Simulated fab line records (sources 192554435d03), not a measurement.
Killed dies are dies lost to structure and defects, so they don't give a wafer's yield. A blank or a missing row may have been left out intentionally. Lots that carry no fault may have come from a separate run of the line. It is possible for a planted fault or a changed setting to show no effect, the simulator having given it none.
Chamber matching / flow n5_finfet / N5_DUMMY_GATE_STRIP_40 on rie_diel-04: 4 sister chambers
The step strips in CF4. 4 wafers are shown with their chamber, then 11 later ones without.

== WAFERS, EACH WITH ITS CHAMBER ==
wafer=L082.6; chamber=2; throttle_valve_pct (%)=13.92
wafer=L085.3; chamber=1; throttle_valve_pct (%)=13.36
wafer=L085.5; chamber=3; throttle_valve_pct (%)=13.52
wafer=L091.2; chamber=0; throttle_valve_pct (%)=14.14

== WAFERS MISSING THEIR CHAMBER ==
wafer=L091.4; throttle_valve_pct (%)=13.39
wafer=L091.6; throttle_valve_pct (%)=13.95
wafer=L092.2; throttle_valve_pct (%)=13.54
wafer=L092.5; throttle_valve_pct (%)=14.13
wafer=L092.6; throttle_valve_pct (%)=13.39
wafer=L093.3; throttle_valve_pct (%)=13.53
wafer=L093.4; throttle_valve_pct (%)=13.96
wafer=L093.5; throttle_valve_pct (%)=14.15
wafer=L097.1; throttle_valve_pct (%)=13.56
wafer=L097.4; throttle_valve_pct (%)=13.55
wafer=L097.5; throttle_valve_pct (%)=13.97

== THE CHAMBER EACH PASSED THROUGH ==
wafer=L091.4; from the rows above=1; in truth=1
wafer=L091.6; from the rows above=2; in truth=2
wafer=L092.2; from the rows above=3; in truth=3
wafer=L092.5; from the rows above=0; in truth=0
wafer=L092.6; from the rows above=1; in truth=1
wafer=L093.3; from the rows above=3; in truth=3
wafer=L093.4; from the rows above=2; in truth=2
wafer=L093.5; from the rows above=0; in truth=0
wafer=L097.1; from the rows above=3; in truth=3
wafer=L097.4; from the rows above=3; in truth=3
wafer=L097.5; from the rows above=2; in truth=2
Correctly placed: 11 of 11. Not placeable from these rows: 0. Number placed wrongly: 0.
How it was worked out, from the rows above alone: a wafer's distance from a chamber is the root of the sum, over the readings, of the square of ((its reading less the chamber's mean) divided by the reading's scatter). The wafer belongs to the nearest chamber; if the next one is less than 2 further off, it can't be placed. The mean given for a chamber averages the wafers shown for that chamber. The scatter: with one shown wafer a chamber, the root of the mean of the squares of how far each hidden wafer lies from its nearest shown one.
